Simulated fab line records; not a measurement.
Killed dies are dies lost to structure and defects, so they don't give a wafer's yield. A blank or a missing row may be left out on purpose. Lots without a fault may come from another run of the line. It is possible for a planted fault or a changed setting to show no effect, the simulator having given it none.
Chamber matching ; flow n5Finfet ; rieDiel-03 running N5_HKMG_FIN_ETCH_54: 4 sister chambers
The step etches SiARC in CF4, target depth 45.5 nm, time 75.8 s. 8 wafers are shown with their chamber, then 7 later ones without.

WAFERS PAIRED WITH THEIR CHAMBERS
wafer;chamber;showerheadPlenumPTorr (Torr);drypumpMotorCurrentA (A)
L085.1;0;2.24;5.91
L086.3;2;2.14;5.02
L086.6;1;2.16;5.67
L089.2;3;2.07;5.66
L089.4;2;2.14;5.02
L089.5;0;2.23;5.90
L090.2;1;2.16;5.61
L090.3;3;2.07;5.65

WAFERS MISSING THEIR CHAMBER
wafer;showerheadPlenumPTorr (Torr);drypumpMotorCurrentA (A)
L090.6;2.14;4.99
L096.1;2.13;5.01
L096.3;2.06;5.65
L096.4;2.15;5.66
L097.2;2.23;5.89
L097.4;2.06;5.66
L097.5;2.23;5.88

EACH ONE'S CHAMBER
wafer;from the rows above;in truth
L090.6;2;2
L096.1;2;2
L096.3;3;3
L096.4;1;1
L097.2;0;0
L097.4;3;3
L097.5;0;0
Correct placement for 7 of the 7. Left unplaced by these rows: 0. Wrongly placed: 0.
How it was worked out, from the rows above alone: a wafer's distance from a chamber is the root of the sum, over the readings, of the square of ((its reading less the chamber's mean) divided by the reading's scatter). The wafer belongs to the nearest chamber; if the next one is less than 2 further off, it can't be placed. A chamber's mean is the mean of its shown wafers. How the scatter is found: for the shown wafers, subtract from each reading the mean of its chamber, square and add these, divide the total by (wafers less chambers), then take the root.
